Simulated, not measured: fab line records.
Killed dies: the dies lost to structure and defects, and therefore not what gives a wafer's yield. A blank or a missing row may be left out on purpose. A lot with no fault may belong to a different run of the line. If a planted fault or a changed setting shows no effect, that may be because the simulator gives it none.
Chamber matching -- flow n5-finfet -- rie-diel-04 running N5_BEOL_M6_ETCH_66: 4 sister chambers
The step etches SOC in N2/H2, target depth 80 nm, overetch 16 nm, time 120 s. 8 wafers are shown with their chamber, then 9 later ones without.

## WAFERS, EACH WITH ITS CHAMBER
wafer,chamber,drypump-motor-current-A (A),showerhead-plenum-p-Torr (Torr)
L079.3,2,5.8,2.50
L083.2,0,5.4,2.38
L083.3,3,6.1,2.45
L087.5,1,6.0,2.39
L087.6,2,5.8,2.49
L093.2,1,6.0,2.39
L093.3,0,5.4,2.37
L093.4,3,6.2,2.45

## WAFERS WITHOUT THEIR CHAMBER
wafer,drypump-motor-current-A (A),showerhead-plenum-p-Torr (Torr)
L094.2,6.0,2.38
L094.4,5.8,2.49
L094.5,6.2,2.45
L095.2,6.1,2.45
L095.5,6.0,2.38
L095.6,5.4,2.37
L096.2,6.2,2.44
L096.3,5.4,2.37
L096.5,6.0,2.38

## WHICH CHAMBER EACH WENT THROUGH
wafer,from the rows above,in truth
L094.2,1,1
L094.4,2,2
L094.5,3,3
L095.2,3,3
L095.5,1,1
L095.6,0,0
L096.2,3,3
L096.3,0,0
L096.5,1,1
9 of 9 placed correctly. Left unplaced by these rows: 0. Wrongly placed: 0.
How it was worked out, from the rows above alone: a wafer's distance from a chamber is the root of the sum, over the readings, of the square of ((its reading less the chamber's mean) divided by the reading's scatter). The wafer belongs to the nearest chamber; if the next one is less than 2 further off, it can't be placed. Each chamber's mean is taken over the wafers shown for it. The scatter: take each reading less its chamber's mean, square it, sum over the shown wafers, divide by the number of wafers less the number of chambers, and take the root.
